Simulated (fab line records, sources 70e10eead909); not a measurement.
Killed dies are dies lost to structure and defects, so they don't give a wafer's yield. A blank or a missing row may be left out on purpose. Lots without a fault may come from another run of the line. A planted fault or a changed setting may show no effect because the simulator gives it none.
Which tool did it? | flow nand_harc | 15 lots, 45 wafers sampled, at 5 steps of a route of 1159

WHAT THE GAUGES READ, wafer by wafer
NHARC_P_ZERO_WELL_INSPECT_43. Usual: raw_defect_count 14, standard deviation 5.7.
lot  | measured    | on                | raw_defect_count | flag
L508 | day 2 00:14 | defect_inspect-02 | 17 16 13         |
L509 | day 2 01:38 | defect_inspect-01 | 9 12 13          |
L510 | day 2 07:34 | defect_inspect-01 | 7 17 17          |
L511 | day 2 13:35 | defect_inspect-01 | 12 29 14         |
L512 | day 2 19:34 | defect_inspect-01 | 5 17 10          |
L513 | day 3 01:44 | defect_inspect-01 | 9 8 14           |
L516 | day 3 20:17 | defect_inspect-02 | 20 16 19         |
L517 | day 4 01:49 | defect_inspect-01 | 12 7 11          |
L524 | day 5 19:44 | defect_inspect-02 | 12 12 24         |
L525 | day 6 01:36 | defect_inspect-01 | 29 18 9          |
L526 | day 6 07:29 | defect_inspect-02 | 11 35 6          |
L528 | day 6 19:26 | defect_inspect-02 | 14 8 29          |
L529 | day 7 01:44 | defect_inspect-02 | 24 15 19         |
L530 | day 7 07:46 | defect_inspect-01 | 8 4 14           |
L531 | day 7 13:40 | defect_inspect-02 | 19 10 6          |

NHARC_P_STI_INSPECT_11. Usual: raw_defect_count 6, standard deviation 3.1.
lot  | measured    | on                | raw_defect_count | flag
L508 | day 2 19:55 | defect_inspect-02 | 7 4 4            |
L509 | day 2 20:04 | defect_inspect-02 | 6 3 4            |
L510 | day 2 19:52 | defect_inspect-01 | 5 3 1            |
L511 | day 3 08:14 | defect_inspect-02 | 8 2 3            |
L512 | day 3 08:23 | defect_inspect-02 | 12 3 8           |
L513 | day 3 18:28 | defect_inspect-02 | 5 8 7            |
L516 | day 4 15:19 | defect_inspect-02 | 4 12 8           |
L517 | day 4 15:10 | defect_inspect-02 | 8 2 5            |
L524 | day 6 14:49 | defect_inspect-02 | 4 11 7           |
L525 | day 6 14:58 | defect_inspect-02 | 11 9 8           |
L526 | day 7 03:11 | defect_inspect-02 | 4 4 2            |
L528 | day 7 11:17 | defect_inspect-02 | 8 4 5            |
L529 | day 7 18:34 | defect_inspect-01 | 3 4 10           |
L530 | day 8 00:50 | defect_inspect-01 | 4 3 5            |
L531 | day 8 05:07 | defect_inspect-02 | 5 8 3            |

NHARC_P_GATE_CD_MEAS_33. Usual: cd_nm 118.0 nm, standard deviation 3.
lot  | measured     | on        | cd_nm (nm)        | flag
L508 | day 5 02:40  | cd_sem-01 | 119.8 119.8 123.4 |
L509 | day 5 01:28  | cd_sem-01 | 120.6 115.8 115.1 |
L510 | day 5 00:48  | cd_sem-01 | 122.6 122.5 118.6 |
L511 | day 5 13:09  | cd_sem-03 | 118.2 120.5 118.8 |
L512 | day 5 13:23  | cd_sem-02 | 114.6 117.1 116.1 |
L513 | day 5 22:35  | cd_sem-03 | 121.5 119.7 120.3 |
L516 | day 7 01:08  | cd_sem-02 | 117.2 115.6 115.5 |
L517 | day 7 00:47  | cd_sem-01 | 121.2 114.2 114.4 |
L524 | day 8 19:28  | cd_sem-03 | 117.1 117.7 118.5 |
L525 | day 8 20:03  | cd_sem-01 | 117.5 118.2 117.4 |
L526 | day 9 08:14  | cd_sem-01 | 115.6 115.3 120.1 |
L528 | day 9 16:03  | cd_sem-03 | 116.4 116.1 117.1 |
L529 | day 9 23:40  | cd_sem-03 | 116.7 113.0 113.6 |
L530 | day 10 06:13 | cd_sem-03 | 123.3 119.8 117.0 |
L531 | day 10 06:07 | cd_sem-02 | 112.8 117.2 116.2 |

NHARC_END_SORT_01. Usual: killed_at_array 29, standard deviation 11; killed_at_other 0.6, standard deviation 1; killed_at_periphery 3.1, standard deviation 2.1; killed_dies 33, standard deviation 11; killed_open 3.1, standard deviation 1.9; killed_short 1.9, standard deviation 1.5.
lot  | measured     | on        | killed_at_array | killed_at_other | killed_at_periphery | killed_dies | killed_open | killed_short | flag
L525 | day 23 03:21 | prober-02 | 20 24 32        | 0 1 0           | 4 3 3               | 24 28 35    | 1 5 3       | 1 0 2        |
L526 | day 24 01:56 | prober-01 | 38 40 49        | 2 0 2           | 2 7 2               | 42 47 53    | 2 5 2       | 1 1 1        |

WHICH TOOL RAN EACH LOT (tool, then ch and the chambers of the sampled wafers, then the start)
lot  | NHARC_P_GATE_HM_DEP_102
L508 | acl_dep-02 ch 0, day 4 22:04
L509 | acl_dep-03 ch 0, day 4 22:25
L510 | acl_dep-03 ch 0, day 4 21:53
L511 | acl_dep-01 ch 0, day 5 11:04
L512 | acl_dep-02 ch 0, day 5 11:10
L513 | acl_dep-03 ch 0, day 5 18:21
L516 | acl_dep-01 ch 0, day 6 20:40 and acl_dep-02 ch 0, day 6 22:11
L517 | acl_dep-03 ch 0, day 6 20:47 and acl_dep-02 ch 0, day 6 22:17
L524 | acl_dep-02 ch 0, day 8 17:02
L525 | acl_dep-03 ch 0, day 8 17:17
L526 | acl_dep-02 ch 0, day 9 05:44
L528 | acl_dep-01 ch 0, day 9 13:37
L529 | acl_dep-03 ch 0, day 9 20:55
L530 | acl_dep-02 ch 0, day 10 03:35
L531 | acl_dep-03 ch 0, day 10 03:42
- NHARC_P_GATE_HM_DEP_102: deposits aC, target thk 120 nm.

WHAT THE TOOLS THEMSELVES READ (means of the sampled wafers that have a number; where no wafer has one, the mark that the record gives instead)
NHARC_P_GATE_HM_DEP_102. Usual: throttle_valve_pct 35.000 %, standard deviation 0.01.
lot  | tool                  | throttle_valve_pct (%) | flag
L508 | acl_dep-02            | 35.004                 |
L509 | acl_dep-03            | 34.987                 |
L510 | acl_dep-03            | 35.000                 |
L511 | acl_dep-01            | 34.993                 |
L512 | acl_dep-02            | 34.996                 |
L513 | acl_dep-03            | 34.998                 |
L516 | acl_dep-01/acl_dep-02 | 35.002                 |
L517 | acl_dep-03/acl_dep-02 | 35.003                 |
L524 | acl_dep-02            | 34.998                 |
L525 | acl_dep-03            | 35.003                 |
L526 | acl_dep-02            | 34.996                 |
L528 | acl_dep-01            | 35.003                 |
L529 | acl_dep-03            | 35.005                 |
L530 | acl_dep-02            | 35.014                 |
L531 | acl_dep-03            | 35.008                 |

THE ANSWER, worked out from the rows above alone
Rule: a lot is off if the mean of its wafers that have a number lies more than 3 standard deviations from the usual mean. A lot without any number at a reading at which 4 lots or more have one is off too. The other lots that the step has rows for count as sound. The gauges are gone through in route order, then the tools' own readings, and for those a lot's mean is taken as printed above. The first step at which some lot is off is used, and at that step the reading that is off furthest; a lot without a number counts as furthest.
No lot is off at any reading shown: from this, nothing can be told.

WHAT THE SIMULATOR HAD PUT IN
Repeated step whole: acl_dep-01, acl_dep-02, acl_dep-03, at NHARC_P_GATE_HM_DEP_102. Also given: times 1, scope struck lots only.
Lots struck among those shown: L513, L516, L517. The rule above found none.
